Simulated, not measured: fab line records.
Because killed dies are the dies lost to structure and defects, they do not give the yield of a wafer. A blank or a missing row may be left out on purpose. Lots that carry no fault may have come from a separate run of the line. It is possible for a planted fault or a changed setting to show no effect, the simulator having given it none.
One fault seen from 2 desks | flow nandHarc | what lay behind the numbers comes last; until then each desk has only its own

THE TOOL OWNER'S DESK: rieDiel-12
The tool's own readings at NHARC_A_STAIRCASE_ETCH_21 (etches the open film in C4F8/O2, target depth 100 nm, time 40.5 s): means of the sampled wafers that have a number, for each lot that ran on this tool. A lot is out of limits, marked OUT, if its mean lies more than 4 standard deviations from the usual mean; the brackets give that distance.
Columns: A = chamberPressureMTorr at NHARC_A_STAIRCASE_ETCH_21, usual 24.995 mTorr; B = oesProductAu at NHARC_A_STAIRCASE_ETCH_21, usual 0.952 a.u.; C = rfVppV at NHARC_A_STAIRCASE_ETCH_21, usual 894 V
lot  | first seen here | A      | B     | C
L798 | day 15 20:38    | 24.994 | 0.936 | 894
L800 | day 17 04:26    | 24.982 | 0.965 | 896
L802 | day 18 00:24    | 24.995 | 0.943 | 894
L811 | day 21 22:04    | 24.993 | 0.944 | 894
L813 | day 22 09:05    | 25.002 | 0.967 | 891
Result from this desk: across the 5 lots, nothing is out of limits.

THE METROLOGY DESK
Lot by lot, what the gauges showed, no matter which tool ran the lot: averages of those sampled wafers that carry a number. A lot is out of limits, marked OUT, if its mean lies more than 4 standard deviations from the usual mean; the brackets give that distance.
Columns: A = cdNm at NHARC_THIN_TSV_CD_MEAS_33, usual 5001.1 nm
lot  | first seen here | A
L798 | day 24 08:37    | 5000.8
L797 | day 24 09:27    | 5000.2
L799 | day 25 02:28    | 4997.9
L800 | day 25 03:35    | 5001.1
L801 | day 25 22:59    | 5001.2
L803 | day 26 09:43    | 5001.1
L802 | day 26 18:09    | 5000.1
L811 | day 29 23:52    | 5002.2
L813 | day 30 12:52    | 5002.2
L814 | day 30 20:03    | 5002.2
L815 | day 32 08:19    | 5002.0
L820 | day 33 16:14    | 5001.2
L819 | day 33 17:31    | 5002.1
Result from this desk: across the 13 lots, nothing is out of limits.

TAKEN TOGETHER
The tool owner's desk saw nothing out of limits.
Metrology desk: nothing out of limits seen.

WHAT THE SIMULATOR HAD INSERTED
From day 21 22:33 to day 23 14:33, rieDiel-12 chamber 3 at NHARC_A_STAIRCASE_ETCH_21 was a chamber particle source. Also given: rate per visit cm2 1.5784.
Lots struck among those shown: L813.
